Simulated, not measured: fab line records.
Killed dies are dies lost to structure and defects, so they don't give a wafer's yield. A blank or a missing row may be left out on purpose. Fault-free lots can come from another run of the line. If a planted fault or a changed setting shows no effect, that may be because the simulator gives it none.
Chamber matching :: flow n5 finfet :: ald metal-04 running N5_BEOL_M0_ALD_136: 4 sister chambers
The step deposits TaN, pulse time 2 s, purge time 3 s, co reactant purge time 2 s. 8 wafers are shown with their chamber, then 10 later ones without.

== WAFERS WITH THEIR CHAMBER ==
wafer: L074.6
chamber: 0
heater power w (W): 505

wafer: L077.2
chamber: 0
heater power w (W): 490

wafer: L081.5
chamber: 1
heater power w (W): 383

wafer: L082.2
chamber: 3
heater power w (W): 357

wafer: L082.3
chamber: 2
heater power w (W): 414

wafer: L082.6
chamber: 1
heater power w (W): 381

wafer: L085.1
chamber: 3
heater power w (W): 373

wafer: L085.3
chamber: 2
heater power w (W): 415

== WAFERS WITHOUT THEIR CHAMBER ==
wafer: L085.4
heater power w (W): 498

wafer: L086.2
heater power w (W): 486

wafer: L086.4
heater power w (W): 421

wafer: L086.5
heater power w (W): 359

wafer: L093.1
heater power w (W): 414

wafer: L093.2
heater power w (W): 491

wafer: L093.6
heater power w (W): 373

wafer: L097.2
heater power w (W): 385

wafer: L097.3
heater power w (W): 413

wafer: L097.5
heater power w (W): 367

== EACH ONE'S CHAMBER ==
wafer: L085.4
from the rows above: 0
in truth: 0

wafer: L086.2
from the rows above: 0
in truth: 0

wafer: L086.4
from the rows above: 2
in truth: 2

wafer: L086.5
from the rows above: 3
in truth: 3

wafer: L093.1
from the rows above: 2
in truth: 2

wafer: L093.2
from the rows above: 0
in truth: 0

wafer: L093.6
from the rows above: can't be placed: 3 or 1
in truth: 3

wafer: L097.2
from the rows above: 1
in truth: 1

wafer: L097.3
from the rows above: 2
in truth: 2

wafer: L097.5
from the rows above: can't be placed: 3 or 1
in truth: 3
Placed correctly: 8 of 10. Unplaceable from these rows: 2, with the true chamber sitting among the candidates in 2. 0 placed wrongly.
How it was worked out, from the rows above alone: a wafer's distance from a chamber is the root of the sum, over the readings, of the square of ((its reading less the chamber's mean) divided by the reading's scatter). The wafer belongs to the nearest chamber; if the next one is less than 2 further off, it can't be placed. A chamber's mean is the mean of its shown wafers. The scatter is the square root of a quotient: the sum, over the shown wafers, of each reading's squared deviation from its chamber's mean, divided by wafers minus chambers.
